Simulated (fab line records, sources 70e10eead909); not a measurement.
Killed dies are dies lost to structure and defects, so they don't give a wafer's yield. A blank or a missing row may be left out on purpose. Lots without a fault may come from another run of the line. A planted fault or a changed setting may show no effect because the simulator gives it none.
fab line records | flow nand_harc
record lots=6 wafers=18 last_day=31
route steps=1302 shown THIN_TSV@1282 END@1302
lots that met no fault: from a run of the same line without faults
start_h: hours from the record's first day to the start of the lot's first wafer shown | wait_h: hours since the lot's step before | " the same as in the row above | L1.1+2: a row that stands for several wafers | - no value, or no start given | * or withheld: withheld | < > ~ a bound
route shown NAME@n: a module of which the file shows steps, and the number in the route of the first | usual: mean/standard deviation of fault-free wafers | same: alike in all rows | chamber/n: place in a boat | sites: the reading at each site | _std_site: their standard deviation | _edge_site: outer sites' mean less inner sites' | radius_mm: how far each site lies from the wafer's centre | mask NAME#n: copy n | behind: the tool/chamber that last shaped the wafer | hold: why the lot was held/for how many hours/how that ended | device: the transistor (n, p or np) that didn't switch | end of line: the same wafers' tests at the end of the route | a step without rows: its recipe alone | killed: dies lost to structure and defects at the first sort, not the wafer's yield | map: a wafer's dies, x killed, . not, _ none there
set.NAME: the setting as run; set.NAME@STEP: as run at that earlier step | model.NAME: the simulator's own value behind a step, which no gauge read
lots at some steps of the route; a table a step, a row a wafer
services: from which hour (start_h, from the record's first day; less than 0 if before it) a tool's chamber was out of use, for how many hours, and why
## steps
# step NHARC_THIN_TSV_PVD_24
# recipe target_thk_a=8000 power_w=withheld chamber_pressure_pa=withheld substrate_temp_c=withheld time_s=withheld gas=Ar material=Al
# step NHARC_THIN_TSV_DEHYDRATE_25
# recipe temp_c=150 time_s=120
# step NHARC_THIN_TSV_HMDS_26
# recipe time_s=30
# step NHARC_THIN_TSV_COAT_27
# recipe spin_rpm=*
# step NHARC_THIN_TSV_SOFTBAKE_28
# recipe temp_c=122 time_s=95
# step NHARC_THIN_TSV_EBR_29
# step NHARC_THIN_TSV_EXPOSE_30
# recipe na=0.55 dose_mj=11.47 mask_id=PAD
# step NHARC_THIN_TSV_PEB_31
# recipe peb_temp_c=118 peb_time_s=85
# step NHARC_THIN_TSV_DEVELOP_32
# recipe time_s=70
# step NHARC_THIN_TSV_CD_MEAS_33
# recipe target_cd_nm=5000 landing_energy_ev=500
# usual cd_nm=5000.1/2
# columns lot.wafer tool chamber start_h wait_h cd_nm
L850.1 cd_sem-02 0 593.65 - 4998.3
L850.2 " 0 " " 5000.9
L850.4 " 0 " " 4998.6
L852.1 cd_sem-01 0 640.50 - 5003.5
L852.3 " 0 " " 4999.5
L852.6 " 0 " " 5000.4
L854.3 cd_sem-01 0 650.77 - 5002.3
L854.5 " 0 " " 5001.2
L854.6 " 0 " " 5000.5
L856.3 cd_sem-03 0 669.36 - 4994.7
L856.4 " 0 " " 4995.4
L856.5 " 0 " " 4998.9
L863.3 cd_sem-03 0 734.64 - 5000.3
L863.5 " 0 " " 5002.8
L863.6 " 0 " " 5000.4
L862.1 cd_sem-01 0 742.83 - 5001.6
L862.4 " 0 " " 5002.0
L862.6 " 0 " " 5001.0
# step NHARC_THIN_TSV_HARDBAKE_34
# recipe temp_c=125 time_s=80
# step NHARC_THIN_TSV_DESCUM_35
# recipe time_s=3 o2_flow_sccm=200 ar_flow_sccm=0 bias_power_w=0 chemistry=O2
# usual drypump_motor_current_A=5.7/0.49 o2_flow_sccm=200.0/0.64 oes_product_au=1.000/0.01 rf_vpp_V=57.6/0.83 showerhead_plenum_p_Torr=1.86/0.074 throttle_valve_pct=11.310/0.0084
# columns lot.wafer tool chamber start_h wait_h drypump_motor_current_A o2_flow_sccm oes_product_au rf_hours_counter_h rf_vpp_V showerhead_plenum_p_Torr throttle_valve_pct
L850.4 rie_diel-10 1 593.81 - 5.8 199.7 1.005 6.3 56.4 1.79 11.302
L850.2 " 2 " " 5.3 199.3 0.982 7.6 58.1 1.92 11.310
L850.1 " 0 " " 6.2 200.5 1.002 6.3 57.6 1.89 11.310
L852.1 rie_diel-07 2 640.67 - 5.7 200.1 0.990 7.7 57.3 1.89 11.301
L852.3 " 0 " " 5.4 200.4 1.016 9.2 56.3 1.80 11.310
L852.6 " 1 " " 6.4 200.2 1.010 - 57.2 1.82 11.308
L854.3 rie_diel-11 2 650.96 - 5.9 198.7 0.999 1.2 59.2 1.80 11.315
L854.6 " 3 " " 5.3 199.3 0.983 - 58.8 1.85 11.322
L854.5 " 0 " " 6.4 200.4 0.995 - 57.2 2.01 11.298
L856.4 rie_diel-07 0 669.52 - 5.3 199.2 0.998 1.2 57.1 1.80 11.309
L856.3 " 3 " " 5.0 200.4 1.003 1.2 57.0 1.79 11.309
L856.5 " 1 " " 6.4 199.5 0.993 - 57.5 1.82 11.311
L863.3 rie_diel-07 2 734.81 - 5.7 199.5 0.998 4.7 57.1 1.89 11.322
L863.6 " 0 " " 5.4 200.7 1.018 - 58.2 1.80 11.294
L863.5 " 1 " " 6.3 201.1 0.993 - 55.7 1.81 11.307
L862.4 rie_diel-07 0 743.00 - 5.3 200.6 1.009 5.1 56.8 1.80 11.313
L862.1 " 2 " " 5.7 200.2 1.006 5.1 57.4 1.89 11.305
L862.6 " 3 " " 4.9 201.3 0.996 - 58.3 1.79 11.310
# step NHARC_THIN_TSV_ETCH_59
# recipe target_depth_a=8800 icp_w=900 bias_w=100 Cl2_flow_sccm=60 bcl3_flow_sccm=30 time_s=138.1 chemistry=Cl2/BCl3
# usual drypump_motor_current_A=5.3/0.44 he_backside_leak_sccm=3.28/0.27 oes_product_au=1.004/0.01 throttle_valve_pct=22.265/0.0097
# columns lot.wafer tool chamber start_h wait_h drypump_motor_current_A he_backside_leak_sccm oes_product_au rf_hours_counter_h throttle_valve_pct
L850.1 rie_metal-02 0 593.94 0.1 5.7 2.98 0.991 2.6 22.263
L850.2 " 1 " " 4.8 3.43 1.000 2.6 22.271
L850.4 " 1 " " 4.8 3.54 0.992 - 22.268
L852.1 rie_metal-02 0 640.83 0.1 5.7 3.25 1.020 0.0 22.279
L852.3 " 0 " " 5.7 3.02 0.920 - 22.260
L852.6 " 1 " " 4.8 3.80 1.018 - 22.267
L854.3 rie_metal-02 0 651.16 0.2 5.7 2.83 0.918 - 22.271
L854.6 " 1 " " 4.8 3.50 1.005 - 22.265
L854.5 " 0 " " 5.7 2.95 1.011 - 22.248
L856.3 rie_metal-01 1 669.72 0.1 5.0 3.10 1.004 - 22.274
L856.4 " 0 " " 5.7 3.09 1.000 - 22.255
L856.5 " 1 " " 5.0 3.17 1.001 - 22.239
L863.3 rie_metal-02 1 734.99 0.2 4.8 3.46 1.021 - 22.266
L863.6 " 1 " " 4.8 3.55 1.019 - 22.265
L863.5 " 0 " " 5.7 3.01 1.017 - 22.260
L862.1 rie_metal-01 0 743.12 0.1 5.7 3.23 1.000 2.2 22.264
L862.4 " 1 " " 5.0 3.41 0.994 - 22.258
L862.6 " 0 " " 5.7 3.29 1.001 - 22.267
# step NHARC_THIN_TSV_ETCH_36
# recipe target_depth_a=650 over_etch_frac=0.3 time_s=18.571 ion_energy_ev=150 chemistry=Cl2/BCl3
# usual drypump_motor_current_A=5.3/0.44 he_backside_leak_sccm=3.27/0.19 oes_product_au=1.005/0.0098
# columns lot.wafer tool chamber start_h wait_h drypump_motor_current_A he_backside_leak_sccm oes_product_au rf_hours_counter_h
L850.1 rie_metal-02 0 594.20 0.2 5.7 3.16 0.990 2.8
L850.2 " 1 " " 4.8 3.46 0.983 2.8
L850.4 " 1 " " 4.8 3.45 0.988 -
L852.1 rie_metal-02 0 641.05 0.2 5.7 3.06 1.009 0.2
L852.3 " 1 " " 4.8 3.35 1.017 -
L852.6 " 1 " " 4.8 3.44 1.012 -
L854.3 rie_metal-02 0 651.33 0.1 5.7 3.23 1.010 -
L854.5 " 1 " " 4.8 3.63 1.014 -
L854.6 " 0 " " 5.7 3.17 1.017 -
L856.3 rie_metal-01 1 669.92 0.2 5.0 3.38 1.004 -
L856.4 " 0 " " 5.7 3.21 1.003 -
L856.5 " 0 " " 5.7 3.36 1.008 -
L863.3 rie_metal-02 1 735.19 0.2 4.8 3.56 1.021 -
L863.5 " 1 " " 4.8 3.40 1.016 -
L863.6 " 0 " " 5.7 3.05 1.018 -
L862.1 rie_metal-01 0 743.38 0.2 5.7 3.13 1.009 2.4
L862.4 " 1 " " 5.0 3.27 0.984 -
L862.6 " 0 " " 5.7 3.21 1.011 -
# step NHARC_END_SORT_01
# recipe temp_c=25
# usual defect_limited_yield=92.0/2.8 killed_at_array=49/18 killed_at_other=0.7/1.1 killed_at_periphery=4.0/2.6 killed_dies=54/19 killed_open=3.4/1.7 killed_short=2.5/1.7 sort_bin_2_pct=2.8/1.2 sort_bin_3_pct=0.6/0.4 sort_bin_4_pct=4.5/1.5 sort_n_pass=623/19 sort_rim_yield_pct=89/4.8 sort_yield_pct=92.0/2.8
# same gross_dies=677 sort_bin_5_pct[%]=0 sort_bin_6_pct[%]=0 sort_bin_7_pct[%]=0 sort_bin_8_pct[%]=0 sort_rim_n_gross=106.00
# columns lot.wafer tool chamber start_h wait_h defect_limited_yield[%] killed_at_array killed_at_other killed_at_periphery killed_dies killed_open killed_short sort_bin_2_pct[%] sort_bin_3_pct[%] sort_bin_4_pct[%] sort_n_pass sort_rim_yield_pct[%] sort_yield_pct[%]
L850.1 prober-02 0 602.66 2.5 89.5 67 1 3 71 0 3 4.6 0.9 5.0 606 89 89.5
L850.2 prober-02 0 603.46 2.8 90.7 58 0 5 63 3 3 3.5 0.9 4.9 614 85 90.7
L850.4 prober-02 0 605.05 3.4 87.7 80 0 3 83 0 3 4.0 1.3 6.9 594 85 87.7
L852.3 prober-02 0 651.18 3.1 0.1 76 595 5 676 6 7 4.3 88.5 7.1 1 0 0.1
L854.3 prober-02 0 660.26 3.0 0.1 30 644 2 676 1 6 1.8 95.3 2.8 1 0 0.1
L856.3 prober-02 0 680.68 3.2 95.4 27 0 4 31 3 2 1.5 0.4 2.7 646 92 95.4
L856.4 prober-02 0 681.50 3.5 94.5 31 0 6 37 2 3 1.2 0.3 4.0 640 92 94.5
L856.5 prober-02 0 682.31 3.8 95.9 22 0 6 28 3 1 1.3 0.1 2.7 649 95 95.9
L863.3 prober-01 0 745.30 3.1 96.0 23 0 4 27 3 1 0.6 0.7 2.7 650 91 96.0
L863.5 prober-01 0 746.91 3.7 97.0 17 1 2 20 3 0 1.0 0.1 1.8 657 92 97.0
L863.6 prober-01 0 747.72 4.0 96.6 22 0 1 23 2 4 1.2 0 2.2 654 93 96.6
L862.1 prober-01 0 751.90 2.5 86.3 83 0 10 93 5 2 5.5 1.9 6.4 584 83 86.3
# killed by level:class
L850.1 A_CHANNEL_HOLE_D1:chamber_film_flake=26 A_SLIT:chamber_film_flake=22 A_CHANNEL_HOLE_D2:chamber_film_flake=8 P_ZERO_WELL:chamber_film_flake=3 A_CONTACT:chamber_film_flake=3 A_CHANNEL_FILL_D1:chamber_film_flake=3 A_STAIRCASE:chamber_film_flake=2 A_CHANNEL_FILL_D1:geometric_particle:short=1
L850.2 A_SLIT:chamber_film_flake=28 A_CHANNEL_HOLE_D1:chamber_film_flake=12 A_CHANNEL_HOLE_D2:chamber_film_flake=5 A_CONTACT:chamber_film_flake=5 A_CHANNEL_FILL_D1:geometric_particle:short=2 P_BONDPAD:chamber_film_flake=2 A_DECK1_JOINT:chamber_film_flake=2 P_GATE:geometric_particle:open=1
L850.4 A_CHANNEL_HOLE_D1:chamber_film_flake=35 A_SLIT:chamber_film_flake=31 A_CHANNEL_HOLE_D2:chamber_film_flake=7 A_CHANNEL_FILL_D2:geometric_particle:short=2 A_STAIRCASE:chamber_film_flake=2 A_CHANNEL_FILL_D1:geometric_particle:short=1 P_ZERO_WELL:chamber_film_flake=1 P_STI:chamber_film_flake=1
L852.3 THIN_TSV:area_etch=593 A_CHANNEL_HOLE_D2:chamber_film_flake=34 A_SLIT:chamber_film_flake=19 A_CHANNEL_HOLE_D1:chamber_film_flake=3 A_STAIRCASE:chamber_film_flake=3 A_M0:chamber_film_flake=3 A_ONON_D1:geometric_particle:short=2 A_ONON_D1:geometric_particle:open=2
L854.3 THIN_TSV:area_etch=644 A_CHANNEL_HOLE_D1:chamber_film_flake=12 A_STAIRCASE:chamber_film_flake=4 A_CONTACT:chamber_film_flake=4 A_CHANNEL_HOLE_D2:unspecified=2 P_STI:geometric_particle:short=1 P_GATE:geometric_particle:short=1 A_CHANNEL_FILL_D1:geometric_particle:short=1
L856.3 A_CHANNEL_HOLE_D2:chamber_film_flake=10 A_CHANNEL_HOLE_D1:chamber_film_flake=8 A_STAIRCASE:chamber_film_flake=4 A_CONTACT:chamber_film_flake=2 P_CONTACT:geometric_particle:short=1 P_CONTACT:geometric_particle:open=1 P_M1:geometric_particle:open=1 A_CHANNEL_FILL_D1:geometric_particle:open=1
L856.4 A_CHANNEL_HOLE_D2:chamber_film_flake=17 A_CHANNEL_HOLE_D1:chamber_film_flake=5 P_GATE:chamber_film_flake=2 A_ZERO_WELL:chamber_film_flake=2 A_SLIT:chamber_film_flake=2 P_GATE:geometric_particle:open=1 P_CONTACT:geometric_particle:short=1 P_M1:geometric_particle:open=1
L856.5 A_CHANNEL_HOLE_D2:chamber_film_flake=10 A_CHANNEL_HOLE_D1:chamber_film_flake=4 A_STAIRCASE:chamber_film_flake=3 P_M0:geometric_particle:open=2 P_ZERO_WELL:chamber_film_flake=2 A_SLIT:chamber_film_flake=2 A_CHANNEL_FILL_D2:geometric_particle:open=1 A_M0:geometric_particle:short=1
L863.3 A_CHANNEL_HOLE_D1:chamber_film_flake=9 A_STAIRCASE:chamber_film_flake=4 A_SLIT:chamber_film_flake=3 A_WL_FILL:chamber_film_flake=3 A_ONON_D1:geometric_particle:open=2 P_BONDPAD:chamber_film_flake=2 P_M0:geometric_particle:open=1 P_M0:geometric_particle:short=1
L863.5 A_CHANNEL_HOLE_D1:chamber_film_flake=9 A_STAIRCASE:chamber_film_flake=2 A_CONTACT:chamber_film_flake=2 P_M0:geometric_particle:open=1 A_SOURCE_PLATE:geometric_particle:open=1 A_M1:geometric_particle:open=1 P_BONDPAD:chamber_film_flake=1 A_SLIT:chamber_film_flake=1
L863.6 A_CHANNEL_HOLE_D1:chamber_film_flake=11 A_CHANNEL_FILL_D1:geometric_particle:open=2 A_SLIT:chamber_film_flake=2 P_M2:geometric_particle:short=1 A_DECK1_JOINT:geometric_particle:short=1 A_STAIRCASE:geometric_particle:short=1 A_WL_FILL:geometric_particle:short=1 A_CHANNEL_HOLE_D2:chamber_film_flake=1
L862.1 A_CHANNEL_HOLE_D1:chamber_film_flake=32 A_SLIT:chamber_film_flake=24 A_CHANNEL_HOLE_D2:chamber_film_flake=15 P_ZERO_WELL:chamber_film_flake=5 A_STAIRCASE:chamber_film_flake=3 P_M0:geometric_particle:open=2 A_CHANNEL_FILL_D2:chamber_film_flake=2 A_CONTACT:chamber_film_flake=2
# map L852.3 (x killed, . not)
____________x____________
_________xxxxxxx_________
_______xxxxxxxxxxx_______
______xxxxxxxxxxxxx______
_____xxxxxxxxxxxxxxx_____
____xxxxxxxxxxxxxxxxx____
____xxxxxxxxxxxxxxxxx____
___xxxxxxxxxxxxxxxxxxx___
___xxxxxxxxxxxxxxxxxxx___
__xxxxxxxxxxxxxxxxxxxxx__
__xxxxxxxxxxxxxxxxxxxxx__
_xxxxxxxxxxxxxxxxxxxxxxx_
_xxxxxxxxxxxxxxxxxxxxxxx_
_xxxxxxxxxxxxxxxxxxxxxxx_
_xxxxxxxxxxxxxxxxxxxxxxx_
_xxxxxxxxxxxxxxxxxxxxxxx_
xxxxxxxxxxxxxxxxxxxxxxxxx
xxxxxxxxxxxxxxx.xxxxxxxxx
xxxxxxxxxxxxxxxxxxxxxxxxx
xxxxxxxxxxxxxxxxxxxxxxxxx
xxxxxxxxxxxxxxxxxxxxxxxxx
_xxxxxxxxxxxxxxxxxxxxxxx_
_xxxxxxxxxxxxxxxxxxxxxxx_
_xxxxxxxxxxxxxxxxxxxxxxx_
_xxxxxxxxxxxxxxxxxxxxxxx_
_xxxxxxxxxxxxxxxxxxxxxxx_
__xxxxxxxxxxxxxxxxxxxxx__
__xxxxxxxxxxxxxxxxxxxxx__
___xxxxxxxxxxxxxxxxxxx___
___xxxxxxxxxxxxxxxxxxx___
____xxxxxxxxxxxxxxxxx____
____xxxxxxxxxxxxxxxxx____
_____xxxxxxxxxxxxxxx_____
______xxxxxxxxxxxxx______
_______xxxxxxxxxxx_______
_________xxxxxxx_________
____________x____________
# map L854.3 (x killed, . not)
____________x____________
_________xxxxxxx_________
_______xxxxxxxxxxx_______
______xxxxxxxxxxxxx______
_____xxxxxxxxxxxxxxx_____
____xxxxxxxxxxxxxxxxx____
____xxxxxxxxxxxxxxxxx____
___xxxxxxxxxxxxxxxxxxx___
___xxxxxxxxxxxxxxxxxxx___
__xxxxxxxxxxxxxxxxxxxxx__
__xxxxxxxxxxxxxxxxxxxxx__
_xxxxxxxxxxxxxxxxxxxxxxx_
_xxxxxxxxxxxxxxxxxxxxxxx_
_xxxxxxxxxxxxxxxxxxxxxxx_
_xxxxxxxxxxxxxxxxxxxxxxx_
_xxxxxxxxxxxxxx.xxxxxxxx_
xxxxxxxxxxxxxxxxxxxxxxxxx
xxxxxxxxxxxxxxxxxxxxxxxxx
xxxxxxxxxxxxxxxxxxxxxxxxx
xxxxxxxxxxxxxxxxxxxxxxxxx
xxxxxxxxxxxxxxxxxxxxxxxxx
_xxxxxxxxxxxxxxxxxxxxxxx_
_xxxxxxxxxxxxxxxxxxxxxxx_
_xxxxxxxxxxxxxxxxxxxxxxx_
_xxxxxxxxxxxxxxxxxxxxxxx_
_xxxxxxxxxxxxxxxxxxxxxxx_
__xxxxxxxxxxxxxxxxxxxxx__
__xxxxxxxxxxxxxxxxxxxxx__
___xxxxxxxxxxxxxxxxxxx___
___xxxxxxxxxxxxxxxxxxx___
____xxxxxxxxxxxxxxxxx____
____xxxxxxxxxxxxxxxxx____
_____xxxxxxxxxxxxxxx_____
______xxxxxxxxxxxxx______
_______xxxxxxxxxxx_______
_________xxxxxxx_________
____________x____________
## services
# columns tool chamber start_h hours kind
rie_metal-01 - 575.00 9.0 pm
rie_metal-01 0 575.00 9.0 vent_cycle
rie_metal-01 1 575.00 9.0 vent_cycle
rie_diel-07 0 578.20 - clean
rie_diel-07 1 578.20 - clean
rie_diel-07 2 578.20 - clean
rie_diel-07 3 578.20 - clean
rie_metal-01 0 584.00 - clean
rie_metal-01 1 584.00 - clean
rie_diel-10 - 596.50 9.0 pm
rie_diel-11 - 609.50 9.0 pm
rie_metal-02 - 631.00 9.0 pm
rie_metal-02 0 631.00 9.0 vent_cycle
rie_metal-02 1 631.00 9.0 vent_cycle
rie_metal-02 0 640.00 - clean
rie_metal-02 1 640.00 - clean
rie_diel-07 - 648.20 9.0 pm
rie_diel-07 - 672.13 0.4 repair
rie_diel-07 - 682.65 4.9 repair
rie_diel-11 - 705.86 1.0 repair
rie_diel-07 2 713.22 3.2 repair
rie_diel-10 - 724.83 0.4 repair
rie_diel-10 0 736.52 7.9 repair
rie_diel-11 - 743.26 0.3 repair
## key
first_sign step=NHARC_THIN_TSV_ETCH_59 reading=oes_product_au direction=down sigmas=8.5 usual=1.004 struck=0.919
effect step=NHARC_END_SORT_01 reading=killed_at_other direction=up sigmas=99+ usual=0.7 struck=619.5
more_kills_born_at NHARC_THIN_TSV_ETCH_59@rie_metal-02=1237
met_at NHARC_THIN_TSV_ETCH_59
struck_wafers L852.3,L854.3
later_rows_left_out L852.3,L854.3
onset_between 593.94 640.83
fault kind=process_parameter_drift tool=rie_metal-02 chamber=- onset_h=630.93 steps=NHARC_THIN_TSV_ETCH_59 channel=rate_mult offset=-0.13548 shape=step end_h=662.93 scope=struck_wafers_only
# later_rows_left_out: the simulator's readings of these wafers behind a module that went badly wrong aren't trusted and aren't shown, but for the sort
